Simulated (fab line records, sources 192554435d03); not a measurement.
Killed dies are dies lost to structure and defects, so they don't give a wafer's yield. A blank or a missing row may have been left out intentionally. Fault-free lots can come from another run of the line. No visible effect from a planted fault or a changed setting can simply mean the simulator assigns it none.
Split-lot trial / flow n5Finfet / on a route of 1938 steps: 7 lots, 21 wafers read

== SPLIT DETAILS ==
At N5_SD_EPI_P_COAT_34 (time 60 s, resist thk 350 nm), the setting spinRpm was moved away from the recipe's 1500 rpm on 8 of the 21 wafers read, by -6.6% to +9.3%. For the rest of the wafers, this setting stayed at what the recipe calls for.

The reading comes from the split's own step.

== THE READING ==
SOC_of_SD_EPI_P_COAT_34.thkNm (the simulator's own value, which no gauge read), in nm, at N5_SD_EPI_P_COAT_34 (time 60 s, resist thk 350 nm). There is no usual value for it anywhere in the file. Here, 13 wafers ran the recipe; their average is 349.6 nm with a standard deviation of 1.4 nm.

wafer=L075.2; tool, chamber at the split=lithoTrack-04, 0; spinRpm as run, rpm=1500; against the recipe=recipe; SOC_of_SD_EPI_P_COAT_34.thkNm, nm=349.6; against lot-mates on the recipe=-
wafer=L075.3; tool, chamber at the split=lithoTrack-04, 0; spinRpm as run, rpm=1401; against the recipe=-6.6%; SOC_of_SD_EPI_P_COAT_34.thkNm, nm=360.8; against lot-mates on the recipe=+11.0
wafer=L075.5; tool, chamber at the split=lithoTrack-04, 0; spinRpm as run, rpm=1500; against the recipe=recipe; SOC_of_SD_EPI_P_COAT_34.thkNm, nm=350; against lot-mates on the recipe=-
wafer=L083.1; tool, chamber at the split=lithoTrack-04, 0; spinRpm as run, rpm=1500; against the recipe=recipe; SOC_of_SD_EPI_P_COAT_34.thkNm, nm=347; against lot-mates on the recipe=-
wafer=L083.2; tool, chamber at the split=lithoTrack-04, 0; spinRpm as run, rpm=1500; against the recipe=recipe; SOC_of_SD_EPI_P_COAT_34.thkNm, nm=346.8; against lot-mates on the recipe=-
wafer=L083.5; tool, chamber at the split=lithoTrack-04, 0; spinRpm as run, rpm=1500; against the recipe=recipe; SOC_of_SD_EPI_P_COAT_34.thkNm, nm=348; against lot-mates on the recipe=-
wafer=L087.2; tool, chamber at the split=lithoTrack-05, 0; spinRpm as run, rpm=1453; against the recipe=-3.1%; SOC_of_SD_EPI_P_COAT_34.thkNm, nm=355.4; against lot-mates on the recipe=no lot-mate on the recipe
wafer=L087.5; tool, chamber at the split=lithoTrack-05, 0; spinRpm as run, rpm=1453; against the recipe=-3.1%; SOC_of_SD_EPI_P_COAT_34.thkNm, nm=355.2; against lot-mates on the recipe=no lot-mate on the recipe
wafer=L087.6; tool, chamber at the split=lithoTrack-05, 0; spinRpm as run, rpm=1453; against the recipe=-3.1%; SOC_of_SD_EPI_P_COAT_34.thkNm, nm=355.2; against lot-mates on the recipe=no lot-mate on the recipe
wafer=L089.2; tool, chamber at the split=lithoTrack-04, 0; spinRpm as run, rpm=1639; against the recipe=+9.3%; SOC_of_SD_EPI_P_COAT_34.thkNm, nm=334.2; against lot-mates on the recipe=-16.2
wafer=L089.5; tool, chamber at the split=lithoTrack-04, 0; spinRpm as run, rpm=1639; against the recipe=+9.3%; SOC_of_SD_EPI_P_COAT_34.thkNm, nm=334.2; against lot-mates on the recipe=-16.2
wafer=L089.6; tool, chamber at the split=lithoTrack-04, 0; spinRpm as run, rpm=1500; against the recipe=recipe; SOC_of_SD_EPI_P_COAT_34.thkNm, nm=350.4; against lot-mates on the recipe=-
wafer=L093.1; tool, chamber at the split=lithoTrack-03, 0; spinRpm as run, rpm=1500; against the recipe=recipe; SOC_of_SD_EPI_P_COAT_34.thkNm, nm=350.6; against lot-mates on the recipe=-
wafer=L093.2; tool, chamber at the split=lithoTrack-03, 0; spinRpm as run, rpm=1623; against the recipe=+8.2%; SOC_of_SD_EPI_P_COAT_34.thkNm, nm=337.2; against lot-mates on the recipe=-13.8
wafer=L093.5; tool, chamber at the split=lithoTrack-03, 0; spinRpm as run, rpm=1500; against the recipe=recipe; SOC_of_SD_EPI_P_COAT_34.thkNm, nm=351.4; against lot-mates on the recipe=-
wafer=L094.1; tool, chamber at the split=lithoTrack-04, 0; spinRpm as run, rpm=1500; against the recipe=recipe; SOC_of_SD_EPI_P_COAT_34.thkNm, nm=349.2; against lot-mates on the recipe=-
wafer=L094.3; tool, chamber at the split=lithoTrack-04, 0; spinRpm as run, rpm=1500; against the recipe=recipe; SOC_of_SD_EPI_P_COAT_34.thkNm, nm=350.6; against lot-mates on the recipe=-
wafer=L094.4; tool, chamber at the split=lithoTrack-04, 0; spinRpm as run, rpm=1500; against the recipe=recipe; SOC_of_SD_EPI_P_COAT_34.thkNm, nm=351.2; against lot-mates on the recipe=-
wafer=L095.4; tool, chamber at the split=lithoTrack-05, 0; spinRpm as run, rpm=1500; against the recipe=recipe; SOC_of_SD_EPI_P_COAT_34.thkNm, nm=350.4; against lot-mates on the recipe=-
wafer=L095.5; tool, chamber at the split=lithoTrack-05, 0; spinRpm as run, rpm=1500; against the recipe=recipe; SOC_of_SD_EPI_P_COAT_34.thkNm, nm=350; against lot-mates on the recipe=-
wafer=L095.6; tool, chamber at the split=lithoTrack-05, 0; spinRpm as run, rpm=1607; against the recipe=+7.1%; SOC_of_SD_EPI_P_COAT_34.thkNm, nm=338.2; against lot-mates on the recipe=-12.0

FIT RESULTS
A straight line over all 21 wafers: SOC_of_SD_EPI_P_COAT_34.thkNm changes by -1.65 nm for each +1% of spinRpm; r = -0.99; the points scatter about the line by 1.2 nm.
The same after taking each lot's own level away (the mean of its wafers on the recipe; 18 wafers): -1.71 nm for each +1%; r = -1.00; scatter 0.49 nm.
The reading moves by 16 nm for the largest change in spinRpm, on that fit.
Across the lots, their own levels run from 347.27 to 351.00 nm, a range of 2.6 times the standard deviation given above.
Hence the lot-to-lot level has little effect on the slope; both slopes agree.
Check: with one of the wafers moved furthest among these (+9.3%) left out of the fit, the line predicts -15.8 nm for it against its lot-mates. Against them it came out at -16.2 nm.

== ADDITIONAL SPLITS CARRIED BY THESE WAFERS ==
Note: prior to the reading, these wafers also went through further splits. Each is held against what the fit with the lots' levels taken away leaves over:
other split on the same wafers=N5_FIN_SAQP_PEB_14 pebTimeS; wafers away from the commonest value=6; r with SOC_of_SD_EPI_P_COAT_34.thkNm (lot level and that fit taken away)=-0.28
other split on the same wafers=N5_FIN_SAQP_DEVELOP_15 developTimeS; wafers away from the commonest value=3; r with SOC_of_SD_EPI_P_COAT_34.thkNm (lot level and that fit taken away)=-0.04
other split on the same wafers=N5_FIN_CUT_COAT_02 spinRpm; wafers away from the commonest value=7; r with SOC_of_SD_EPI_P_COAT_34.thkNm (lot level and that fit taken away)=-0.26
other split on the same wafers=N5_DUMMY_GATE_PECVD_30 timeS; wafers away from the commonest value=7; r with SOC_of_SD_EPI_P_COAT_34.thkNm (lot level and that fit taken away)=-0.05

== THE FILE'S OWN FIT ==
SOC_of_SD_EPI_P_COAT_34.thkNm changes by -1.7 nm for each +1% of spinRpm, r = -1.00.
